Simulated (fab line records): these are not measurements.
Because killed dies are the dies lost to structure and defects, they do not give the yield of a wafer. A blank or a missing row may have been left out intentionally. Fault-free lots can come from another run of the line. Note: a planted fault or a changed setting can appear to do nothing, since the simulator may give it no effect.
Which tool is to blame? :: flow n5Finfet :: 72 wafers from 24 lots sampled at 2 of the route's 1938 steps

WHAT EACH GAUGE READ, for each wafer
N5_BEOL_M4_OCD_MEAS_38.
lot: L074
measured: day 7 12:45
on: ocd-02
trenchDepthNm (nm): 55.6 53.9 53.6

lot: L076
measured: day 7 21:32
on: ocd-02
trenchDepthNm (nm): 53.9 56.6 56.4

lot: L075
measured: day 8 01:16
on: ocd-02
trenchDepthNm (nm): 56.8 56.7 55.6

lot: L077
measured: day 8 04:59
on: ocd-02
trenchDepthNm (nm): 56.1 56.1 54.9

lot: L078
measured: day 8 05:06
on: ocd-02
trenchDepthNm (nm): 56.3 55.9 56.4

lot: L079
measured: day 8 23:16
on: ocd-02
trenchDepthNm (nm): 54.5 55.7 54.5

lot: L080
measured: day 9 04:23
on: ocd-02
trenchDepthNm (nm): 53.1 53.7 53.9

lot: L081
measured: day 9 07:29
on: ocd-01
trenchDepthNm (nm): 56.2 54.0 55.9

lot: L082
measured: day 9 16:41
on: ocd-01
trenchDepthNm (nm): 57.1 54.7 56.5

lot: L083
measured: day 9 21:07
on: ocd-02
trenchDepthNm (nm): 55.1 55.4 54.2

lot: L084
measured: day 10 02:20
on: ocd-01
trenchDepthNm (nm): 56.5 55.1 53.9

lot: L085
measured: day 10 13:39
on: ocd-01
trenchDepthNm (nm): 54.6 54.7 55.8

lot: L086
measured: day 10 19:07
on: ocd-02
trenchDepthNm (nm): 55.4 54.7 54.4

lot: L087
measured: day 10 21:57
on: ocd-02
trenchDepthNm (nm): 59.0 56.8 56.4

lot: L088
measured: day 11 05:15
on: ocd-02
trenchDepthNm (nm): 55.6 55.2 54.6

lot: L089
measured: day 11 08:58
on: ocd-01
trenchDepthNm (nm): 55.6 53.7 54.9

lot: L090
measured: day 11 09:10
on: ocd-02
trenchDepthNm (nm): 56.0 54.4 54.5

lot: L091
measured: day 12 01:03
on: ocd-02
trenchDepthNm (nm): 54.2 55.9 58.5

lot: L092
measured: day 12 08:29
on: ocd-01
trenchDepthNm (nm): 55.9 56.0 55.6

lot: L094
measured: day 12 11:34
on: ocd-02
trenchDepthNm (nm): 56.0 57.1 55.4

lot: L093
measured: day 12 19:22
on: ocd-01
trenchDepthNm (nm): 55.3 58.3 55.7

lot: L095
measured: day 13 00:52
on: ocd-01
trenchDepthNm (nm): 54.6 55.4 57.9

lot: L096
measured: day 13 07:26
on: ocd-01
trenchDepthNm (nm): 55.5 55.3 56.1

lot: L097
measured: day 13 18:08
on: ocd-02
trenchDepthNm (nm): 53.8 53.8 58.1

WHICH TOOL RAN EACH LOT (tool, then ch and the chambers of the sampled wafers, then the start)
lot: L074
N5_BEOL_M4_STRIP_97: rieDiel-01 ch 0,1, day 7 12:45 or earlier

lot: L076
N5_BEOL_M4_STRIP_97: rieDiel-01 ch 1,2,3, day 7 21:32 or earlier

lot: L075
N5_BEOL_M4_STRIP_97: rieDiel-01 ch 0,2,3, day 8 01:16 or earlier

lot: L077
N5_BEOL_M4_STRIP_97: rieDiel-05 ch 1,2,3, day 8 04:59 or earlier

lot: L078
N5_BEOL_M4_STRIP_97: rieDiel-02 ch 2,3, day 8 05:06 or earlier

lot: L079
N5_BEOL_M4_STRIP_97: rieDiel-02 ch 0,1,3, day 8 23:16 or earlier

lot: L080
N5_BEOL_M4_STRIP_97: rieDiel-05 ch 0,1, day 9 04:23 or earlier

lot: L081
N5_BEOL_M4_STRIP_97: rieDiel-05 ch 0,2,3, day 9 07:29 or earlier

lot: L082
N5_BEOL_M4_STRIP_97: rieDiel-02 ch 1,2, day 9 16:41 or earlier

lot: L083
N5_BEOL_M4_STRIP_97: rieDiel-05 ch 0,2,3, day 9 21:07 or earlier

lot: L084
N5_BEOL_M4_STRIP_97: rieDiel-01 ch 0,1,2, day 10 02:20 or earlier

lot: L085
N5_BEOL_M4_STRIP_97: rieDiel-02 ch 1,2, day 10 13:39 or earlier

lot: L086
N5_BEOL_M4_STRIP_97: rieDiel-02 ch 0,1,2, day 10 19:07 or earlier

lot: L087
N5_BEOL_M4_STRIP_97: rieDiel-01 ch 2,3, day 10 21:57 or earlier

lot: L088
N5_BEOL_M4_STRIP_97: rieDiel-02 ch 0,2, day 11 05:15 or earlier

lot: L089
N5_BEOL_M4_STRIP_97: rieDiel-05 ch 0,2,3, day 11 08:58 or earlier

lot: L090
N5_BEOL_M4_STRIP_97: rieDiel-02 ch 1,2,3, day 11 09:10 or earlier

lot: L091
N5_BEOL_M4_STRIP_97: rieDiel-01 ch 1,2,3, day 12 01:03 or earlier

lot: L092
N5_BEOL_M4_STRIP_97: rieDiel-05 ch 1,3, day 12 08:29 or earlier

lot: L094
N5_BEOL_M4_STRIP_97: rieDiel-05 ch 1,2,3, day 12 11:34 or earlier

lot: L093
N5_BEOL_M4_STRIP_97: rieDiel-01 ch 0,2, day 12 19:22 or earlier

lot: L095
N5_BEOL_M4_STRIP_97: rieDiel-01 ch 1,2,3, day 13 00:52 or earlier

lot: L096
N5_BEOL_M4_STRIP_97: rieDiel-05 ch 0,2, day 13 07:26 or earlier

lot: L097
N5_BEOL_M4_STRIP_97: rieDiel-01 ch 1,2, day 13 18:08 or earlier
- N5_BEOL_M4_STRIP_97: strips in N2/H2, time 10 s.

AS READ BY THE TOOLS THEMSELVES (means over the sampled wafers that have a number; for cases with no such wafer, the mark the record gives instead)
N5_BEOL_M4_STRIP_97.
lot: L074
tool: rieDiel-01
drypumpMotorCurrentA (A): 5.9
oesProductAu (a.u.): 0.80
rfVppV (V): 58.6
showerheadPlenumPTorr (Torr): 2.57
throttleValvePct (%): 23.6

lot: L076
tool: rieDiel-01
drypumpMotorCurrentA (A): 5.7
oesProductAu (a.u.): 0.75
rfVppV (V): 59.4
showerheadPlenumPTorr (Torr): 2.52
throttleValvePct (%): 23.5

lot: L075
tool: rieDiel-01
drypumpMotorCurrentA (A): 5.8
oesProductAu (a.u.): 0.82
rfVppV (V): 59.4
showerheadPlenumPTorr (Torr): 2.49
throttleValvePct (%): 23.7

lot: L077
tool: rieDiel-05
drypumpMotorCurrentA (A): 5.7
oesProductAu (a.u.): 0.77
rfVppV (V): 59.9
showerheadPlenumPTorr (Torr): 2.59
throttleValvePct (%): 23.8

lot: L078
tool: rieDiel-02
drypumpMotorCurrentA (A): 5.4
oesProductAu (a.u.): 0.77
rfVppV (V): 59.6
showerheadPlenumPTorr (Torr): 2.50
throttleValvePct (%): 23.7

lot: L079
tool: rieDiel-02
drypumpMotorCurrentA (A): 5.6
oesProductAu (a.u.): 0.80
rfVppV (V): 59.3
showerheadPlenumPTorr (Torr): 2.55
throttleValvePct (%): 23.7

lot: L080
tool: rieDiel-05
drypumpMotorCurrentA (A): 6.1
oesProductAu (a.u.): 0.67
rfVppV (V): 58.7
showerheadPlenumPTorr (Torr): 2.64
throttleValvePct (%): 24.4

lot: L081
tool: rieDiel-05
drypumpMotorCurrentA (A): 5.9
oesProductAu (a.u.): 0.76
rfVppV (V): 59.1
showerheadPlenumPTorr (Torr): 2.58
throttleValvePct (%): 23.8

lot: L082
tool: rieDiel-02
drypumpMotorCurrentA (A): 5.5
oesProductAu (a.u.): 0.84
rfVppV (V): 59.5
showerheadPlenumPTorr (Torr): 2.53
throttleValvePct (%): 23.6

lot: L083
tool: rieDiel-05
drypumpMotorCurrentA (A): 5.9
oesProductAu (a.u.): 0.75
rfVppV (V): 59.5
showerheadPlenumPTorr (Torr): 2.58
throttleValvePct (%): 23.8

lot: L084
tool: rieDiel-01
drypumpMotorCurrentA (A): 6.0
oesProductAu (a.u.): 0.76
rfVppV (V): 59.2
showerheadPlenumPTorr (Torr): 2.49
throttleValvePct (%): 23.7

lot: L085
tool: rieDiel-02
drypumpMotorCurrentA (A): 5.6
oesProductAu (a.u.): 0.86
rfVppV (V): 59.6
showerheadPlenumPTorr (Torr): 2.62
throttleValvePct (%): 23.8

lot: L086
tool: rieDiel-02
drypumpMotorCurrentA (A): 5.6
oesProductAu (a.u.): 0.79
rfVppV (V): 58.8
showerheadPlenumPTorr (Torr): 2.52
throttleValvePct (%): 23.6

lot: L087
tool: rieDiel-01
drypumpMotorCurrentA (A): 5.5
oesProductAu (a.u.): 0.87
rfVppV (V): 58.4
showerheadPlenumPTorr (Torr): 2.61
throttleValvePct (%): 23.4

lot: L088
tool: rieDiel-02
drypumpMotorCurrentA (A): 5.7
oesProductAu (a.u.): 0.72
rfVppV (V): 58.0
showerheadPlenumPTorr (Torr): 2.42
throttleValvePct (%): 23.5

lot: L089
tool: rieDiel-05
drypumpMotorCurrentA (A): 5.9
oesProductAu (a.u.): 0.75
rfVppV (V): 59.2
showerheadPlenumPTorr (Torr): 2.58
throttleValvePct (%): 23.8

lot: L090
tool: rieDiel-02
drypumpMotorCurrentA (A): 5.5
oesProductAu (a.u.): 0.80
rfVppV (V): 59.2
showerheadPlenumPTorr (Torr): 2.55
throttleValvePct (%): 23.8

lot: L091
tool: rieDiel-01
drypumpMotorCurrentA (A): 5.7
oesProductAu (a.u.): 0.80
rfVppV (V): 60.2
showerheadPlenumPTorr (Torr): 2.61
throttleValvePct (%): 23.5

lot: L092
tool: rieDiel-05
drypumpMotorCurrentA (A): 5.8
oesProductAu (a.u.): 0.73
rfVppV (V): 59.3
showerheadPlenumPTorr (Torr): 2.66
throttleValvePct (%): 24.1

lot: L094
tool: rieDiel-05
drypumpMotorCurrentA (A): 5.7
oesProductAu (a.u.): 0.75
rfVppV (V): 60.0
showerheadPlenumPTorr (Torr): 2.58
throttleValvePct (%): 23.8

lot: L093
tool: rieDiel-01
drypumpMotorCurrentA (A): 6.1
oesProductAu (a.u.): 0.89
rfVppV (V): 58.6
showerheadPlenumPTorr (Torr): 2.56
throttleValvePct (%): 23.9

lot: L095
tool: rieDiel-01
drypumpMotorCurrentA (A): 5.7
oesProductAu (a.u.): 0.79
rfVppV (V): 60.5
showerheadPlenumPTorr (Torr): 2.61
throttleValvePct (%): 23.5

lot: L096
tool: rieDiel-05
drypumpMotorCurrentA (A): 6.1
oesProductAu (a.u.): 0.88
rfVppV (V): 59.1
showerheadPlenumPTorr (Torr): 2.55
throttleValvePct (%): 24.0

lot: L097
tool: rieDiel-01
drypumpMotorCurrentA (A): 5.9
oesProductAu (a.u.): 0.75
rfVppV (V): 59.5
showerheadPlenumPTorr (Torr): 2.62
throttleValvePct (%): 23.6

THE ANSWER, worked out from the rows above alone
Rule: what is usual is taken from the lots themselves. The widest of any qualifying gaps counts: lots, ordered by their means at a reading, are off when they make up no more than a third of the lots, leave a main group of 4 or more, and stand apart from it by 3 or more times the standard deviation of that group's means. The tables above print the reading to a certain number of digits; a main group whose means all agree to those digits is not used. Also off: a lot with no number at a reading for which 4 or more lots have one. Where the step has rows for the other lots, those lots are counted as sound. The gauges are gone through in route order, then the tools' own readings, and for those a lot's mean is taken as printed above. The first step at which some lot is off is used, and at that step the reading that is off furthest; a lot without a number counts as furthest.
Across all readings shown, no lot is off: no conclusion can be drawn from this.

WHAT WAS PUT IN BY THE SIMULATOR
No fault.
